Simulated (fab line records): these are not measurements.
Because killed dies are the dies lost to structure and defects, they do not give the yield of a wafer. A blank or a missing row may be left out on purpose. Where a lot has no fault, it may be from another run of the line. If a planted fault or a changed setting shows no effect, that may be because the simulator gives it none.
A struck lot beside a sound one / flow nandHarc / 18 out of 1159 route steps
Sound: wafers L322.1, L322.5, L322.6. Struck: wafer L329.4 (left out: L329.1, L329.2 of the same lot, which were not struck); the cause appears at the end.
Per side, at each step with rows, come the tool, then ch with its chambers, and then its first start. Under that, the readings that differ: sound wafers / struck wafers / difference of the means / sigmas: that difference in standard deviations of wafers without a fault.
alike: words and numbers the same on both sides, and readings whose means are apart by under 2 such deviations; not compared: readings that were withheld, readings missing a value for some wafer, numbers with overlapping values and no deviation given by the record, and bounds like >300 which may hide the same value.
The two part at a step that has a row with sigmas, a row that says differs or no value, or rows on one side only. When numbers do not overlap yet have no deviation, they are printed without sigmas and do not part them. A reading missing from all wafers of one side parts the sides only when that side holds two or more wafers.

first, 2 steps without rows for these wafers: NHARC_A_BONDPAD_HARDBAKE_10 (time 65 s); NHARC_A_BONDPAD_DESCUM_11 (chemistry O2, time 3 s).
NHARC_A_BONDPAD_ETCH_34: etches the open film in N2/H2, target depth 60 nm, overetch 18 nm, time 65.91 s.
  sound on rieDiel-04 ch 0,1,3, day 20 02:00; struck on rieDiel-09 ch 0, day 21 18:05
  alike: chamberPressureMTorr, drypumpMotorCurrentA, mfcArSccm, oesProductAu, rfVppV, showerheadPlenumPTorr, throttleValvePct
  not compared: rfHoursCounterH
NHARC_A_BONDPAD_ETCH_12: etches the open film in CHF3/O2, target depth 220 nm, time 110 s.
  sound: rieDiel-04 ch 0,1; struck: rieDiel-09 ch 0
  alike: chamberPressureMTorr, drypumpMotorCurrentA, mfcArSccm, oesProductAu, rfVppV, showerheadPlenumPTorr, throttleValvePct
  not compared: rfHoursCounterH
NHARC_A_BONDPAD_CD_MEAS_13:
  sound on cdSem-03 at day 20 02:13; struck on cdSem-02 at day 21 18:19
  alike: cdNm
then, 1 step without rows for these wafers: NHARC_A_BONDPAD_STRIP_15 (strips in O2).
NHARC_A_BONDPAD_ETCH_24: etches the open film in CF4/N2, target depth 30 nm, time 72.99 s.
  sound: rieDiel-09 ch 0,3; struck: rieDiel-09 ch 2
reading=mfcArSccm (sccm); sound=149.9 150.9 150.4; struck=149.4; difference=-1.0; sigmas=-2
  alike: cf4FlowSccm, chamberPressureMTorr, drypumpMotorCurrentA, oesProductAu, rfVppV, showerheadPlenumPTorr, throttleValvePct
  not compared: rfHoursCounterH
then, 2 steps without rows for these wafers: NHARC_A_BONDPAD_STRIP_16 (strips in post etch residue remover, time 600 s); NHARC_A_BONDPAD_DEGAS_25 (time 60 s).
NHARC_A_BONDPAD_PRE_CLEAN_26: time 30 s.
  sound on pvdSputter-01; struck on pvdSputter-02
  alike: heaterPowerW
then, 2 steps without rows for these wafers: NHARC_A_BONDPAD_PVD_17 (deposits TaN, target thk 5 nm, time 8.06 s); NHARC_A_BONDPAD_PVD_27 (deposits Cu, target thk 30 nm, time 20.49 s).
NHARC_A_BONDPAD_ECD_18: material Cu, target thk 400 nm.
  sound on ecdCu-01 ch 0,1, day 20 03:13; struck on ecdCu-01 ch 0, day 21 19:17
  alike: bathTempC
then, 1 step without rows for these wafers: NHARC_A_BONDPAD_ANNEAL_28 (time 90 s).
NHARC_A_BONDPAD_CMP_19: polishes, t overpolish 30 s, cu recess touch 16 s, target thk 169.8 nm.
  sound on cmp-03 ch 1,2,3, day 20 03:59; struck on cmp-01 ch 0, day 21 20:02
  alike: motorCurrentA, overpolishRunS, retainingRingPressureFrac
NHARC_A_BONDPAD_THK_MEAS_20: measures by xrf.
  sound on filmMetro-02 at day 20 04:16; struck on filmMetro-02 at day 21 20:20
reading=thkNm (nm); sound=169.4 168.9 169.4; struck=120.5; difference=-48.7; sigmas=-37
then, 1 step without rows for these wafers: NHARC_A_BONDPAD_SRD_21 (time 30 s, dry time 20 s).
NHARC_END_SORT_01:
  sound on prober-01 ch 0, day 21 09:32; struck on prober-01 ch 0, day 23 04:31
reading=defectLimitedYield (%); sound=97.0 97.0; struck=0; difference=-97; sigmas=-57
reading=killedAtArray; sound=13 13; struck=675; difference=+662; sigmas=+55
reading=killedDies; sound=20 20; struck=677; difference=+657; sigmas=+55
reading=sort_bin_2_pct (%); sound=0.9 1.3; struck=98.4; difference=+97.3; sigmas=+99 or more
reading=sortNPass; sound=657 657; struck=0; difference=-657; sigmas=-55
reading=sortRimYieldPct (%); sound=98.1 99.1; struck=0; difference=-99; sigmas=-38
reading=sortYieldPct (%); sound=97.0 97.0; struck=0; difference=-97; sigmas=-57
  alike: killedAtOther, killedAtPeriphery, killedOpen, killedShort, sort_bin_3_pct, sort_bin_4_pct

== WHERE THEY PART ==
First at NHARC_A_BONDPAD_ETCH_24; last, within this record, at NHARC_END_SORT_01.

WHY: whatever the simulator had introduced
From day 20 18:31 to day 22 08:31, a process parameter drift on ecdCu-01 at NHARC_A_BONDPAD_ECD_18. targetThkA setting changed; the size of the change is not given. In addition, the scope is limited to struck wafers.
